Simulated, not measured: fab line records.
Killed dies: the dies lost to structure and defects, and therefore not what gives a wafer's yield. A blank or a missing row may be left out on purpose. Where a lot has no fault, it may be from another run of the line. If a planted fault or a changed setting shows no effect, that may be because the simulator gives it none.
Chamber matching | flow n5_finfet | N5_MOL_CONTACT_COAG_ALD_131 on ald_sin-04: 4 sister chambers
The step deposits SiO2, target thk 5 nm, pulse time 1 s, co reactant pulse time 1 s. 4 wafers are shown with their chamber, then 7 later ones without.

== WAFERS PAIRED WITH THEIR CHAMBERS ==
wafer  | chamber | heater_power_w (W)
L432.2 | 0       | 83
L432.5 | 1       | 79
L433.3 | 2       | 76
L433.4 | 3       | 79

== WAFERS MISSING THEIR CHAMBER ==
wafer  | heater_power_w (W)
L433.5 | 76
L434.4 | 81
L434.5 | 77
L434.6 | 78
L436.1 | 77
L436.2 | 76
L436.3 | 82

== WHICH CHAMBER EACH WENT THROUGH ==
wafer  | from the rows above          | in truth
L433.5 | 2                            | 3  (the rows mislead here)
L434.4 | can't be placed: 0 or 1 or 3 | 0
L434.5 | can't be placed: 2 or 1 or 3 | 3
L434.6 | can't be placed: 1 or 3 or 2 | 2
L436.1 | can't be placed: 2 or 1 or 3 | 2
L436.2 | 2                            | 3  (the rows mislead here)
L436.3 | can't be placed: 0 or 1 or 3 | 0
Placed correctly: 0 of 7. Cannot be placed on the basis of these rows: 5; the candidates contain the true chamber in 5. Placed wrongly: 2.
How it was worked out, from the rows above alone: a wafer's distance from a chamber is the root of the sum, over the readings, of the square of ((its reading less the chamber's mean) divided by the reading's scatter). If the next closest chamber is less than 2 further off than the closest, the wafer can't be placed; otherwise it belongs to the closest. The mean given for a chamber averages the wafers shown for that chamber. The scatter: root of mean squared gap, hidden wafer to nearest shown wafer, with one shown wafer a chamber.
